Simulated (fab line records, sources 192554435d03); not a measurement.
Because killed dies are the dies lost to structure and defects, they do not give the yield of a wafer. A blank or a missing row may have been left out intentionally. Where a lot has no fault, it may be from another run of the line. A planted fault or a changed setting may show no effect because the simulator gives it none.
Split-lot study + flow n5 finfet + 7 lots, 21 wafers read, on a route of 1938 steps

## SPLIT DETAILS
At N5_DUMMY_GATE_ETCH_32 (etches SiO2 in CF4, target depth 3.5 nm, time 3.9 s), the setting time s was moved away from the recipe's 3.9 s on 8 of the 21 wafers read, by -18.8% to +15.2%. This setting was run at the recipe's value on the other wafers.

Reading taken at the split's own step.

## THE READING
etch.depth nm (the simulator's own value, which no gauge read), in nm, at N5_DUMMY_GATE_ETCH_32 (etches SiO2 in CF4, target depth 3.5 nm, time 3.9 s). No usual value for it is given in the file. Average 3.497 nm, standard deviation 0.037 nm, over the 13 wafers here run with the recipe.

| wafer  | tool, chamber at the split | time s as run, s | against the recipe | etch.depth nm, nm | against lot-mates on the recipe |
|--------|----------------------------|------------------|--------------------|-------------------|---------------------------------|
| L075.1 | rie si-02, 0               | 4.454            | +14.2%             | 3.984             | +0.501                          |
| L075.2 | rie si-02, 2               | 3.9              | recipe             | 3.483             | -                               |
| L075.3 | rie si-02, 3               | 4.454            | +14.2%             | 4.055             | +0.572                          |
| L076.2 | rie si-01, 0               | 3.9              | recipe             | 3.475             | -                               |
| L076.4 | rie si-01, 3               | 3.9              | recipe             | 3.429             | -                               |
| L076.6 | rie si-01, 3               | 3.9              | recipe             | 3.468             | -                               |
| L081.2 | rie si-02, 0               | 3.9              | recipe             | 3.468             | -                               |
| L081.3 | rie si-02, 2               | 3.9              | recipe             | 3.483             | -                               |
| L081.6 | rie si-02, 3               | 3.9              | recipe             | 3.467             | -                               |
| L086.1 | rie si-03, 1               | 3.9              | recipe             | 3.558             | -                               |
| L086.3 | rie si-03, 0               | 3.9              | recipe             | 3.498             | -                               |
| L086.5 | rie si-03, 2               | 3.9              | recipe             | 3.541             | -                               |
| L087.3 | rie si-02, 3               | 3.9              | recipe             | 3.542             | -                               |
| L087.4 | rie si-02, 1               | 3.9              | recipe             | 3.536             | -                               |
| L087.5 | rie si-02, 0               | 4.494            | +15.2%             | 4.009             | +0.470                          |
| L091.2 | rie si-03, 2               | 3.168            | -18.8%             | 2.901             | no lot-mate on the recipe       |
| L091.3 | rie si-03, 1               | 3.168            | -18.8%             | 2.863             | no lot-mate on the recipe       |
| L091.4 | rie si-03, 2               | 3.168            | -18.8%             | 2.893             | no lot-mate on the recipe       |
| L092.1 | rie si-02, 2               | 3.533            | -9.4%              | 3.199             | -0.313                          |
| L092.4 | rie si-02, 0               | 3.9              | recipe             | 3.512             | -                               |
| L092.6 | rie si-02, 0               | 3.533            | -9.4%              | 3.183             | -0.329                          |

FIT RESULTS
A straight line over all 21 wafers: etch.depth nm changes by +0.0337 nm for each +1% of time s; r = +0.99; the points scatter about the line by 0.036 nm.
The same after taking each lot's own level away (the mean of its wafers on the recipe; 18 wafers): +0.0349 nm for each +1%; r = +0.99; scatter 0.029 nm.
Per that fit: largest time s move, reading shift of 0.66 nm.
The lots' own levels span 3.4573 to 3.5390 nm, that is 2.2 times the standard deviation above.
Hence the lot-to-lot level has little effect on the slope; both slopes agree.
Check: +0.562 nm against its lot-mates is what the line predicts for one of the wafers moved furthest among these (+15.2%) when that wafer is left out of the fit. Against them it came out at +0.47 nm.

## THESE WAFERS: OTHER SPLITS
These wafers also went through other splits before the reading. Each is held against what the fit with the lots' levels taken away leaves over:
| other split on the same wafers          | wafers away from the commonest value | r with etch.depth nm (lot level and that fit taken away) |
|-----------------------------------------|--------------------------------------|----------------------------------------------------------|
| N5_ZERO_LAYER_EXPOSE_08 dose mj         | 4                                    | -0.46                                                    |
| N5_ZERO_LAYER_DEVELOP_10 develop time s | 10                                   | +0.38                                                    |
| N5_WELL_APT_EXPOSE_22 dose mj           | 9                                    | +0.12                                                    |
| N5_WELL_APT_PEB_23 peb time s           | 11                                   | -0.37                                                    |
| N5_FIN_SAQP_HM_DEP_72 time s            | 8                                    | +0.14                                                    |
| N5_FIN_SAQP_DESCUM_21 time s            | 4                                    | -0.02                                                    |
| N5_FIN_CUT_EXPOSE_05 dose mj            | 4                                    | -0.59                                                    |
| N5_DUMMY_GATE_ETCH_31 target depth a    | 3                                    | -0.26                                                    |

## THE FILE'S OWN FIT
etch.depth nm changes by +0.0341 nm for each +1% of time s, r = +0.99.
